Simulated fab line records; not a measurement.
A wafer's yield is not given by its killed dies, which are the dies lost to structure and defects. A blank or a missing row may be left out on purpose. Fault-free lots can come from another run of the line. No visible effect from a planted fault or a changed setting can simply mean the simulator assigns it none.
fab line records	flow nand-harc
record: lots: 6	wafers: 18	last-day: 25
route steps=1159 shown A_CHANNEL_HOLE_D1@471 A_CHANNEL_FILL_D1@490 END@1159
lots untouched by any fault: they come from a run of this same line in which no faults occurred
start-h: hours from the record's opening day to when the first of the lot's shown wafers began	wait-h: time in hours since the lot's previous step	" the same as in the row above	L1.1+2: one row covering several wafers at once	- value missing, or start not given	* or withheld: withheld	< > ~ a bound
route shown NAME@n: a module of which the file shows steps, and the number in the route of the first	usual: mean/standard deviation taken from wafers without a fault	same: alike in all rows	chamber/n: place in a boat	sites: the reading at each site	_std_site: the values' standard deviation	_edge_site: mean of outer sites minus mean of inner sites	radius-mm: how far each site lies from the wafer's centre	mask NAME#n: copy n	behind: the tool/chamber that last shaped the wafer	hold: why the lot was held/for how many hours/how that ended	device: the n, p or np transistor that did not switch	end of line: tests of these same wafers at the route's end	a step without rows: its recipe alone	killed: the dies lost at the first sort to structure and to defects; this is not the yield of the wafer	map: per-die view of a wafer (x killed, . not killed, _ where there is no die)
set.NAME: the setting the step ran with; set.NAME@STEP: the setting that earlier step ran with	model.NAME: the simulator's own value behind a step, which no gauge read
certain route steps with their lots: each step a table, each wafer a row
services: from which hour (start-h, from the record's first day; less than 0 if before it) a tool's chamber was out of use, for how many hours, and why
== steps ==
step: NHARC_A_CHANNEL_HOLE_D1_ETCH_19
recipe: bias-v: 1200	source-w: 2500	pressure-mtorr: 15	time-s: 34.5	ar-flow-sccm: 375	c4f8-flow-sccm: 28.8	o2-flow-sccm: 96.2	temp-c: -20	target-depth-a: *	chemistry: C4F8/O2/Ar
step: NHARC_A_CHANNEL_HOLE_D1_ETCH_20
recipe: bias-v: 3000	source-w: withheld	pressure-mtorr: 20	time-s: 361.9	ar-flow-sccm: 375	c4f8-flow-sccm: 89.3	o2-flow-sccm: 35.7	temp-c: -20	target-depth-a: 16000	chemistry: C4F8/O2/Ar
step: NHARC_A_CHANNEL_HOLE_D1_ETCH_21
recipe: bias-v: 3000	source-w: withheld	pressure-mtorr: 20	time-s: 514.3	ar-flow-sccm: 375	c4f8-flow-sccm: 89.3	o2-flow-sccm: 35.7	temp-c: -20	target-depth-a: 16000	chemistry: C4F8/O2/Ar
usual: drypump-motor-current-A: 5.7/0.4	showerhead-plenum-p-Torr: 3.71/0.092	throttle-valve-pct: 32.155/0.0099
lot.wafer	tool	chamber	start-h	wait-h	drypump-motor-current-A	rf-hours-counter-h	showerhead-plenum-p-Torr	throttle-valve-pct
L150.1	har-etch-01	1	246.07	0.3	6.0	216	3.81	32.141
L150.2	"	0	"	"	5.7	216	3.56	32.145
L150.3	"	0	"	"	5.7	-	3.56	32.148
L153.2	har-etch-02	1	261.70	0.3	6.1	142	3.76	32.179
L153.3	"	1	"	"	6.1	-	3.76	32.173
L153.6	"	1	"	"	6.0	-	3.76	32.158
L160.2	har-etch-01	0	295.89	0.3	5.7	240	3.55	32.152
L160.5	"	0	"	"	5.7	-	3.54	32.153
L160.6	"	1	"	"	6.0	-	3.80	32.150
L162.4	har-etch-02	0	306.62	0.3	5.1	-	3.68	32.155
L162.3	"	1	"	"	6.0	-	3.75	32.145
L162.6	"	1	"	"	6.1	-	3.75	32.171
L161.1	har-etch-02	0	310.72	0.3	5.1	168	3.68	32.162
L161.3	"	1	"	"	6.1	-	3.74	32.152
L161.6	"	0	"	"	5.1	-	3.68	32.154
L163.1	har-etch-02	0	318.23	0.3	5.1	174	3.68	32.170
L163.4	"	1	"	"	6.1	-	3.74	32.170
L163.6	"	1	"	"	6.1	-	3.74	32.168
step: NHARC_A_CHANNEL_HOLE_D1_ETCH_22
recipe: bias-v: 3000	source-w: withheld	pressure-mtorr: 20	time-s: 666.7	ar-flow-sccm: 375	c4f8-flow-sccm: 89.3	o2-flow-sccm: 35.7	temp-c: -20	target-depth-a: 16000	chemistry: C4F8/O2/Ar
step: NHARC_A_CHANNEL_HOLE_D1_ETCH_23
recipe: bias-v: 5000	source-w: withheld	pressure-mtorr: 20	time-s: 819	ar-flow-sccm: 375	c4f8-flow-sccm: 89.3	o2-flow-sccm: 35.7	temp-c: -20	target-depth-a: 16000	chemistry: C4F8/O2/Ar
usual: drypump-motor-current-A: 5.7/0.4	showerhead-plenum-p-Torr: 3.71/0.092	throttle-valve-pct: 32.154/0.0093
lot.wafer	tool	chamber	start-h	wait-h	drypump-motor-current-A	rf-hours-counter-h	showerhead-plenum-p-Torr	throttle-valve-pct
L150.1	har-etch-01	1	247.08	0.5	6.0	217	3.81	32.148
L150.2	"	0	"	"	5.7	217	3.56	32.132
L150.3	"	0	"	"	5.7	-	3.56	32.156
L153.2	har-etch-02	1	262.74	0.5	6.0	143	3.76	32.158
L153.3	"	1	"	"	6.0	-	3.76	32.171
L153.6	"	1	"	"	6.0	-	3.76	32.172
L160.2	har-etch-01	0	296.89	0.5	5.7	241	3.54	32.155
L160.5	"	0	"	"	5.8	-	3.54	32.148
L160.6	"	1	"	"	6.0	-	3.80	32.155
L162.4	har-etch-02	0	307.72	0.5	5.1	-	3.68	32.153
L162.3	"	1	"	"	6.1	-	3.75	32.157
L162.6	"	1	"	"	6.0	-	3.75	32.148
L161.1	har-etch-02	0	311.77	0.5	5.1	169	3.68	32.140
L161.3	"	1	"	"	6.1	-	3.74	32.168
L161.6	"	0	"	"	5.1	-	3.68	32.152
L163.1	har-etch-02	0	319.27	0.5	5.1	175	3.68	32.144
L163.4	"	1	"	"	6.1	-	3.74	32.154
L163.6	"	1	"	"	6.1	-	3.74	32.147
step: NHARC_A_CHANNEL_HOLE_D1_ETCH_24
recipe: bias-v: 5000	source-w: withheld	pressure-mtorr: 20	time-s: 906.2	ar-flow-sccm: 375	c4f8-flow-sccm: 93.8	o2-flow-sccm: 31.2	temp-c: -20	target-depth-a: 15000	chemistry: C4F8/O2/Ar
step: NHARC_A_CHANNEL_HOLE_D1_ETCH_25
recipe: bias-v: 5000	source-w: withheld	pressure-mtorr: 20	time-s: 1040.2	ar-flow-sccm: 375	c4f8-flow-sccm: 93.8	o2-flow-sccm: 31.2	temp-c: -20	target-depth-a: 15000	chemistry: C4F8/O2/Ar
usual: drypump-motor-current-A: 5.7/0.4	showerhead-plenum-p-Torr: 3.70/0.092	throttle-valve-pct: 32.236/0.0098
lot.wafer	tool	chamber	start-h	wait-h	drypump-motor-current-A	rf-hours-counter-h	showerhead-plenum-p-Torr	throttle-valve-pct
L150.1	har-etch-01	1	248.54	0.6	6.0	218	3.81	32.236
L150.2	"	0	"	"	5.7	218	3.55	32.238
L150.3	"	0	"	"	5.7	-	3.55	32.257
L153.2	har-etch-02	1	264.23	0.7	6.1	144	3.75	32.232
L153.3	"	1	"	"	6.1	-	3.75	32.248
L153.6	"	1	"	"	6.1	-	3.75	32.221
L160.2	har-etch-01	0	298.36	0.6	5.7	242	3.54	32.232
L160.5	"	0	"	"	5.7	-	3.54	32.253
L160.6	"	1	"	"	6.0	-	3.79	32.248
L162.4	har-etch-02	0	309.25	0.7	5.1	-	3.68	32.232
L162.3	"	1	"	"	6.1	-	3.74	32.247
L162.6	"	1	"	"	6.1	-	3.74	32.224
L161.1	har-etch-02	0	313.26	0.7	5.1	170	3.67	32.246
L161.3	"	1	"	"	6.0	-	3.74	32.240
L161.6	"	0	"	"	5.1	-	3.67	32.231
L163.1	har-etch-02	0	320.76	0.7	5.1	177	3.67	32.217
L163.4	"	1	"	"	6.1	-	3.73	32.227
L163.6	"	1	"	"	6.1	-	3.73	32.237
step: NHARC_A_CHANNEL_HOLE_D1_ETCH_26
recipe: bias-v: 300	source-w: 2000	pressure-mtorr: 30	time-s: 224.1	ar-flow-sccm: 375	c4f8-flow-sccm: 11.4	o2-flow-sccm: 113.6	temp-c: -20	target-depth-a: 3000	chemistry: C4F8/O2/Ar
usual: drypump-motor-current-A: 5.7/0.41	showerhead-plenum-p-Torr: 3.75/0.097	throttle-valve-pct: 24.584/0.01
lot.wafer	tool	chamber	start-h	wait-h	drypump-motor-current-A	rf-hours-counter-h	showerhead-plenum-p-Torr	throttle-valve-pct
L150.1	har-etch-01	1	249.42	0.7	6.0	219	3.86	24.578
L150.2	"	0	"	"	5.7	219	3.59	24.592
L150.3	"	0	"	"	5.7	-	3.59	24.590
L153.2	har-etch-02	1	264.99	0.6	6.0	145	3.81	24.566
L153.3	"	1	"	"	6.1	-	3.81	24.574
L153.6	"	1	"	"	6.1	-	3.81	24.597
L160.2	har-etch-01	0	299.24	0.7	5.8	243	3.58	24.594
L160.5	"	0	"	"	5.7	-	3.58	24.579
L160.6	"	1	"	"	6.1	-	3.85	24.589
L162.4	har-etch-02	0	309.90	0.5	5.1	-	3.73	24.590
L162.3	"	1	"	"	6.0	-	3.79	24.570
L162.6	"	1	"	"	6.1	-	3.79	24.581
L161.1	har-etch-02	0	314.04	0.6	5.1	171	3.72	24.593
L161.3	"	1	"	"	6.1	-	3.79	24.586
L161.6	"	0	"	"	5.1	-	3.72	24.579
L163.1	har-etch-02	0	321.53	0.6	5.1	178	3.72	24.580
L163.4	"	1	"	"	6.1	-	3.79	24.566
L163.6	"	1	"	"	6.1	-	3.79	24.597
step: NHARC_A_CHANNEL_HOLE_D1_ETCH_33
recipe: bias-v: 400	source-w: 2000	pressure-mtorr: 25	time-s: 90	ar-flow-sccm: 375	c4f8-flow-sccm: 41.7	o2-flow-sccm: 83.3	temp-c: -20	target-depth-a: 4000	chemistry: C4F8/O2/Ar
usual: drypump-motor-current-A: 5.7/0.41	showerhead-plenum-p-Torr: 3.75/0.095	throttle-valve-pct: 27.619/0.0088
lot.wafer	tool	chamber	start-h	wait-h	drypump-motor-current-A	rf-hours-counter-h	showerhead-plenum-p-Torr	throttle-valve-pct
L150.1	har-etch-01	1	249.62	0.2	6.0	219	3.85	27.636
L150.2	"	0	"	"	5.7	219	3.59	27.621
L150.3	"	0	"	"	5.7	-	3.59	27.626
L153.2	har-etch-02	1	265.19	0.2	6.1	145	3.80	27.627
L153.3	"	1	"	"	6.1	-	3.80	27.607
L153.6	"	1	"	"	6.1	-	3.80	27.634
L160.2	har-etch-01	0	299.44	0.2	5.7	243	3.58	27.624
L160.5	"	0	"	"	5.7	-	3.58	27.623
L160.6	"	1	"	"	6.0	-	3.84	27.624
L162.4	har-etch-02	0	310.09	0.2	5.1	-	3.72	27.613
L162.3	"	1	"	"	6.0	-	3.79	27.612
L162.6	"	1	"	"	6.1	-	3.79	27.623
L161.1	har-etch-02	0	314.23	0.2	5.1	171	3.72	27.633
L161.3	"	1	"	"	6.1	-	3.78	27.623
L161.6	"	0	"	"	5.1	-	3.72	27.620
L163.1	har-etch-02	0	321.73	0.2	5.1	178	3.71	27.604
L163.4	"	1	"	"	6.1	-	3.78	27.624
L163.6	"	1	"	"	6.1	-	3.78	27.613
step: NHARC_A_CHANNEL_HOLE_D1_STRIP_41
recipe: n2-flow-sccm: 150	h2-flow-sccm: 150	ar-flow-sccm: 0	bias-w: 0	chemistry: N2/H2
step: NHARC_A_CHANNEL_HOLE_D1_STRIP_42
recipe: cf4-flow-sccm: 100	chf3-flow-sccm: 30	ar-flow-sccm: 0	bias-w: 0	chemistry: CF4/CHF3
step: NHARC_A_CHANNEL_HOLE_D1_STRIP_43
recipe: o2-flow-sccm: 400	cos-flow-sccm: 20	ar-flow-sccm: 0	bias-w: 0	chemistry: O2/COS
step: NHARC_A_CHANNEL_HOLE_D1_ETCH_44
recipe: target-depth-a: 1400	overetch-a: 140	time-s: 77	ion-energy-ev: 100	cf4-flow-sccm: 80	o2-flow-sccm: 20	ar-flow-sccm: 0	rf-w: 300	bias-w: 100	chemistry: CF4/O2
usual: bias-w: 99.97/0.29	drypump-motor-current-A: 5.8/0.32	oes-product-au: 1.002/0.011	rf-vpp-V: 197.8/1.4	showerhead-plenum-p-Torr: 1.34/0.057	throttle-valve-pct: 13.397/0.0092
lot.wafer	tool	chamber	start-h	wait-h	bias-w	drypump-motor-current-A	oes-product-au	rf-hours-counter-h	rf-vpp-V	showerhead-plenum-p-Torr	throttle-valve-pct
L150.1	rie-diel-07	2	250.37	0.1	99.90	5.7	0.991	1	197.1	1.25	13.405
L150.3	"	3	"	"	99.92	5.4	1.006	1	199.5	1.30	13.407
L150.2	"	0	"	"	99.69	5.3	1.020	1	197.0	1.38	13.386
L153.3	rie-diel-04	1	265.91	0.1	99.87	6.3	1.023	9	198.2	1.36	13.416
L153.2	"	0	"	"	99.87	6.1	1.004	8	198.7	1.36	13.380
L153.6	"	2	"	"	99.93	6.3	1.015	-	197.9	1.34	13.396
L160.2	rie-diel-07	3	300.20	0.1	99.63	5.4	1.004	5	197.3	1.29	13.390
L160.6	"	2	"	"	100.25	5.7	0.998	-	196.2	1.25	13.384
L160.5	"	3	"	"	100.11	5.4	0.998	-	198.0	1.29	13.387
L162.3	rie-diel-04	1	310.83	0.1	99.82	6.3	0.998	2	197.7	1.36	13.401
L162.6	"	1	"	"	100.08	6.3	1.002	-	198.5	1.36	13.403
L162.4	"	3	"	"	99.89	6.2	1.004	-	199.7	1.37	13.379
L161.3	rie-diel-07	3	314.95	0.1	100.17	5.4	0.994	7	197.6	1.29	13.403
L161.1	"	0	"	"	99.95	5.3	1.027	7	197.5	1.38	13.396
L161.6	"	2	"	"	99.97	5.7	0.983	-	196.7	1.25	13.386
L163.4	rie-diel-08	1	322.45	0.1	100.83	5.6	1.003	1	197.0	1.30	13.397
L163.1	"	3	"	"	99.28	5.4	0.995	1	196.1	1.27	13.405
L163.6	"	2	"	"	99.97	5.8	0.998	-	199.2	1.43	13.402
step: NHARC_A_CHANNEL_HOLE_D1_STRIP_27
recipe: o2-flow-sccm: 500	ar-flow-sccm: 0	bias-w: 0	chemistry: O2
step: NHARC_A_CHANNEL_HOLE_D1_PRECLEAN_28
recipe: time-s: *	temp-c: 50	bath-age-min: 0	chemistry: SC1
step: NHARC_A_CHANNEL_HOLE_D1_SRD_29
step: NHARC_A_CHANNEL_HOLE_D1_CD_MEAS_30
usual: cd-nm: 89.9/1.3
lot.wafer	tool	chamber	start-h	wait-h	cd-nm
L150.1	cd-sem-01	-	251.16	-	87.4
L150.2	"	-	"	"	87.8
L150.3	"	-	"	"	88.9
L153.2	cd-sem-01	-	266.71	-	89.2
L153.3	"	-	"	"	89.0
L153.6	"	-	"	"	89.8
L160.2	cd-sem-01	-	300.98	-	89.6
L160.5	"	-	"	"	89.7
L160.6	"	-	"	"	88.7
L162.3	cd-sem-01	-	311.75	-	88.8
L162.4	"	-	"	"	88.4
L162.6	"	-	"	"	89.7
L161.1	cd-sem-02	-	315.76	-	88.4
L161.3	"	-	"	"	90.0
L161.6	"	-	"	"	89.1
L163.1	cd-sem-01	-	323.25	-	91.6
L163.4	"	-	"	"	89.2
L163.6	"	-	"	"	90.3
step: NHARC_A_CHANNEL_HOLE_D1_XSEM_31
recipe: landing-energy-ev: 35000
step: NHARC_A_CHANNEL_HOLE_D1_INSPECT_40
usual: raw-defect-count: 64/17
lot.wafer	tool	chamber	start-h	wait-h	raw-defect-count
L150.1	defect-inspect-02	-	251.35	-	76
L150.2	"	-	"	"	70
L150.3	"	-	"	"	55
L153.2	defect-inspect-02	-	266.89	-	34
L153.3	"	-	"	"	38
L153.6	"	-	"	"	55
L160.2	defect-inspect-01	-	301.16	-	55
L160.5	"	-	"	"	84
L160.6	"	-	"	"	1225
L162.3	defect-inspect-01	-	311.93	-	70
L162.4	"	-	"	"	59
L162.6	"	-	"	"	46
L161.1	defect-inspect-01	-	315.96	-	72
L161.3	"	-	"	"	61
L161.6	"	-	"	"	1163
L163.1	defect-inspect-01	-	323.44	-	55
L163.4	"	-	"	"	70
L163.6	"	-	"	"	96
step: NHARC_A_CHANNEL_FILL_D1_PRECLEAN_00
recipe: time-s: *	temp-c: 50	bath-age-min: 0	chemistry: SC1
step: NHARC_END_SORT_01
recipe: temp-c: 25
usual: killed-at-array: 25/9.7	killed-at-other: 0.7/0.87	killed-at-periphery: 3.3/2.3	killed-dies: 29/11	killed-open: 3.6/2.1	killed-short: 2.3/1.7
same: gross-dies: 677
lot.wafer	tool	chamber	start-h	wait-h	killed-at-array	killed-at-other	killed-at-periphery	killed-dies	killed-open	killed-short
L150.1	prober-02	0	493.96	2.5	33	0	7	40	6	0
L150.2	prober-02	0	494.76	2.8	36	1	11	48	6	2
L150.3	prober-02	0	495.56	3.1	31	0	8	39	5	2
L153.2	prober-02	0	515.22	2.8	29	1	2	32	2	3
L153.3	prober-02	0	516.03	3.1	25	1	1	27	1	2
L153.6	prober-02	0	518.46	4.1	30	1	1	32	4	1
L160.2	prober-02	0	563.87	2.8	41	1	4	46	2	1
L160.5	prober-02	0	566.29	3.7	36	3	6	45	4	1
L160.6	prober-02	0	567.09	4.0	142	0	2	144	5	4
L161.1	prober-02	0	582.60	2.5	44	2	3	49	7	2
L161.3	prober-02	0	584.18	3.1	44	2	4	50	7	7
L161.6	prober-02	0	586.56	4.0	139	0	2	141	2	1
L162.3	prober-01	0	584.14	3.1	19	2	1	22	2	3
L162.4	prober-01	0	584.93	3.4	17	2	3	22	2	2
L162.6	prober-01	0	586.51	3.9	21	1	2	24	1	2
L163.1	prober-01	0	590.34	2.5	36	1	3	40	5	2
L163.4	prober-01	0	592.73	3.4	35	1	5	41	5	1
L163.6	prober-01	0	594.32	4.0	36	1	4	41	2	0
killed by level:class
L150.1 A_SLIT:chamber-film-flake=13 A_CHANNEL_HOLE_D1:chamber-film-flake=11 A_CONTACT:geometric-particle:open=3 P_CONTACT:chamber-film-flake=3 P_M2:chamber-film-flake=2 P_M0:geometric-particle:open=1 A_CHANNEL_FILL_D1:geometric-particle:open=1 A_M0:geometric-particle:open=1
L150.2 A_CHANNEL_HOLE_D1:chamber-film-flake=14 A_SLIT:chamber-film-flake=14 P_CONTACT:chamber-film-flake=3 P_M0:geometric-particle:open=2 P_M2:chamber-film-flake=2 A_CONTACT:chamber-film-flake=2 P_CONTACT:geometric-particle:short=1 P_CONTACT:geometric-particle:open=1
L150.3 A_CHANNEL_HOLE_D1:chamber-film-flake=10 A_SLIT:chamber-film-flake=10 P_CONTACT:chamber-film-flake=4 A_CONTACT:chamber-film-flake=3 P_M0:geometric-particle:open=2 A_ONON_D1:geometric-particle:open=1 A_SGD_CUT:geometric-particle:open=1 A_SGD_CUT:geometric-particle:short=1
L153.2 A_SLIT:chamber-film-flake=15 A_STAIRCASE:chamber-film-flake=4 A_WL_FILL:geometric-particle:short=2 A_CHANNEL_HOLE_D1:chamber-film-flake=2 A_CONTACT:chamber-film-flake=2 P_GATE:geometric-particle:open=1 A_ONON_D1:geometric-particle:open=1 A_ONON_D1:geometric-particle:short=1
L153.3 A_SLIT:chamber-film-flake=10 A_CHANNEL_HOLE_D1:chamber-film-flake=6 A_STAIRCASE:chamber-film-flake=4 A_WL_FILL:geometric-particle:short=2 A_CONTACT:geometric-particle:open=1 P_ZERO_WELL:chamber-film-flake=1 A_WL_FILL:chamber-film-flake=1 A_CONTACT:chamber-film-flake=1
L153.6 A_SLIT:chamber-film-flake=13 A_STAIRCASE:chamber-film-flake=4 A_CONTACT:chamber-film-flake=4 A_ONON_D1:geometric-particle:open=3 A_CHANNEL_HOLE_D1:chamber-film-flake=3 P_M2:geometric-particle:short=1 A_WL_FILL:geometric-particle:open=1 A_ZERO_WELL:chamber-film-flake=1
L160.2 A_SLIT:chamber-film-flake=20 A_CHANNEL_HOLE_D1:chamber-film-flake=14 P_M1:chamber-film-flake=3 A_STAIRCASE:chamber-film-flake=2 A_CONTACT:chamber-film-flake=2 A_WL_FILL:geometric-particle:open=1 A_CONTACT:geometric-particle:short=1 A_M1:geometric-particle:open=1
L160.5 A_CHANNEL_HOLE_D1:chamber-film-flake=13 A_SLIT:chamber-film-flake=13 P_M1:chamber-film-flake=5 A_CONTACT:chamber-film-flake=5 A_STAIRCASE:chamber-film-flake=2 THIN_TSV:chamber-film-flake=2 P_CONTACT:geometric-particle:short=1 A_CHANNEL_FILL_D1:geometric-particle:open=1
L160.6 A_CHANNEL_HOLE_D1:unspecified=105 A_SLIT:chamber-film-flake=14 A_CHANNEL_HOLE_D1:chamber-film-flake=13 A_ONON_D1:geometric-particle:short=3 A_CONTACT:geometric-particle:open=3 A_CONTACT:chamber-film-flake=2 P_CONTACT:geometric-particle:open=1 A_CHANNEL_HOLE_D1:geometric-particle:short=1
L161.1 A_SLIT:chamber-film-flake=15 A_CHANNEL_HOLE_D1:chamber-film-flake=8 A_CONTACT:chamber-film-flake=5 A_BLC:chamber-film-flake=4 P_CONTACT:geometric-particle:open=2 A_M0:geometric-particle:open=2 A_STAIRCASE:chamber-film-flake=2 A_WL_FILL:chamber-film-flake=2
L162.3 A_CHANNEL_HOLE_D1:chamber-film-flake=6 A_CONTACT:chamber-film-flake=5 A_STAIRCASE:chamber-film-flake=2 A_SLIT:chamber-film-flake=2 P_M0:geometric-particle:open=1 A_ONON_D1:geometric-particle:short=1 A_CHANNEL_FILL_D1:geometric-particle:short=1 A_BLC:geometric-particle:open=1
L161.3 A_SLIT:chamber-film-flake=16 A_CHANNEL_HOLE_D1:chamber-film-flake=5 A_BLC:chamber-film-flake=5 A_CONTACT:chamber-film-flake=4 A_CHANNEL_FILL_D1:geometric-particle:short=2 A_CONTACT:geometric-particle:open=2 P_STI:geometric-particle:open=1 P_GATE:geometric-particle:open=1
L162.4 A_CHANNEL_HOLE_D1:chamber-film-flake=9 A_CONTACT:chamber-film-flake=3 P_STI:chamber-film-flake=2 P_M1:geometric-particle:open=1 A_ONON_D1:geometric-particle:short=1 A_WL_FILL:geometric-particle:short=1 STARTING-WAFER:geometric-particle:open=1 A_STAIRCASE:chamber-film-flake=1
L162.6 A_CHANNEL_HOLE_D1:chamber-film-flake=8 A_CHANNEL_FILL_D1:chamber-film-flake=3 A_STAIRCASE:chamber-film-flake=3 A_ZERO_WELL:chamber-film-flake=2 A_CONTACT:chamber-film-flake=2 P_GATE:geometric-particle:open=1 A_CONTACT:geometric-particle:short=1 A_BLC:geometric-particle:short=1
L161.6 A_CHANNEL_HOLE_D1:unspecified=101 A_SLIT:chamber-film-flake=19 A_CHANNEL_HOLE_D1:chamber-film-flake=8 A_ZERO_WELL:chamber-film-flake=2 A_STAIRCASE:chamber-film-flake=2 A_CONTACT:chamber-film-flake=2 A_BLC:chamber-film-flake=2 P_M2:geometric-particle:open=1
L163.1 A_SLIT:chamber-film-flake=17 A_CONTACT:chamber-film-flake=6 A_CHANNEL_HOLE_D1:chamber-film-flake=4 A_BLC:geometric-particle:open=3 P_M2:chamber-film-flake=2 A_STAIRCASE:chamber-film-flake=2 P_CONTACT:geometric-particle:open=1 A_SOURCE_PLATE:geometric-particle:short=1
L163.4 A_SLIT:chamber-film-flake=19 A_CHANNEL_HOLE_D1:chamber-film-flake=6 A_STAIRCASE:chamber-film-flake=4 A_SGD_CUT:geometric-particle:open=2 P_M0:chamber-film-flake=2 P_M2:chamber-film-flake=2 P_GATE:geometric-particle:open=1 A_CHANNEL_FILL_D1:geometric-particle:open=1
L163.6 A_CHANNEL_HOLE_D1:chamber-film-flake=15 A_SLIT:chamber-film-flake=11 A_CONTACT:chamber-film-flake=6 A_STAIRCASE:chamber-film-flake=3 P_M2:chamber-film-flake=2 P_M0:geometric-particle:open=1 A_ONON_D1:geometric-particle:open=1 P_GATE:chamber-film-flake=1
map L160.6 (x killed, . not)
____________.____________
_________......._________
_______..........._______
______.............______
_____..............._____
____.................____
____..........x.xxxx.____
___............xxxx.x.___
___..........x.x.xxxx.___
__....x........xxxxxxxx__
__.......x...xxxxxxxxxx__
_.............xxxxxxxxxx_
_............xxxxxxxxxx._
_............xxxxxxxxxxx_
_.............xxxxxxxxx._
_..............xxxxxxx.x_
.............xxxxxxxxxxxx
........x......xxxxxxx.xx
................xxxx.x.xx
.................xxx.x..x
.................xx....xx
_......x..........x....._
_...........x...x.....x._
_..................x...._
_......................._
_.......x..............._
__.....................__
__.........x...........__
___...................___
___..................x___
____..............x..____
____...........x.....____
_____...........xx.._____
______.......xx....______
_______....x..xx.._______
_________...x.xx_________
____________x____________
map L161.6 (x killed, . not)
____________.____________
_________...x..._________
_______..........._______
______.............______
_____xx............._____
____..x..............____
____...xxxxx....x.x..____
___.............x.x...___
___.x...x......xxxxxxx___
__.......x...xx.xxxxx.x__
__............xxxxxxxx.__
_..........x..xxxxxxxxx._
_............xxxxxxxxxx._
_.............xxxxxxxxx._
_....x.x.....xxxxxxxxx.._
_..............xxxxxxxxx_
.......x......xxxxxxxxx..
..............xxxxxxx....
.......x.......xxxxxxx...
.................xxxx....
...x...............x.....
_......................._
_..................x...._
_......................._
_......................._
_......................._
__................x....__
__.....................__
___...................___
___...........x.x.....___
____..........x.x....____
____...........x.....____
_____.......xx.x...._____
______......xxx....______
_______....xxxxxxx_______
_________...x..x_________
____________.____________
== services ==
tool	chamber	start-h	hours	kind
rie-diel-07	-	228.20	9.0	pm
rie-diel-07	0	228.20	9.0	vent-cycle
rie-diel-07	1	228.20	9.0	vent-cycle
rie-diel-07	2	228.20	9.0	vent-cycle
rie-diel-07	3	228.20	9.0	vent-cycle
rie-diel-07	0	237.20	-	clean
rie-diel-07	1	237.20	-	clean
rie-diel-07	2	237.20	-	clean
rie-diel-07	3	237.20	-	clean
rie-diel-07	0	261.70	-	clean
rie-diel-07	1	261.70	-	clean
rie-diel-07	2	261.70	-	clean
rie-diel-04	-	288.92	9.0	pm
rie-diel-08	1	289.45	9.2	repair
rie-diel-07	-	290.84	0.3	repair
rie-diel-08	-	301.82	9.0	pm
har-etch-01	-	305.00	17.0	pm
har-etch-01	0	305.00	17.0	vent-cycle
har-etch-01	1	305.00	17.0	vent-cycle
rie-diel-04	2	310.00	5.4	repair
har-etch-01	0	322.00	-	clean
har-etch-01	0	322.00	-	consumable-replace:focus-ring
har-etch-01	1	322.00	-	clean
har-etch-01	1	322.00	-	consumable-replace:focus-ring
== key ==
first-sign: step: NHARC_A_CHANNEL_HOLE_D1_INSPECT_40	reading: raw-defect-count	direction: up	sigmas: 67	usual: 64	struck: 1194
effect: step: NHARC_END_SORT_01	reading: killed-at-array	direction: up	sigmas: 12	usual: 25	struck: 140
more-kills-born-at: NHARC_A_CHANNEL_HOLE_D1_ETCH_44@rie-diel-07: 203
met-at NHARC_A_CHANNEL_HOLE_D1_ETCH_44
struck-wafers L160.6,L161.6
tester-left-out L160,L161
onset-between 250.37 300.20
fault: kind: chamber-particle-source	tool: rie-diel-07	chamber: 2	onset-h: 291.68	steps: NHARC_A_CHANNEL_HOLE_D1_ETCH_44	rate-per-visit-cm2: 1.683	end-h: 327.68
tester-left-out: of these lots the tester's yield and bins aren't shown, on N5 and GAA mostly nor the transistor test; their killed dies are dies lost to structure and defects alone, not to doping, threshold or leakage, so they don't give the yield
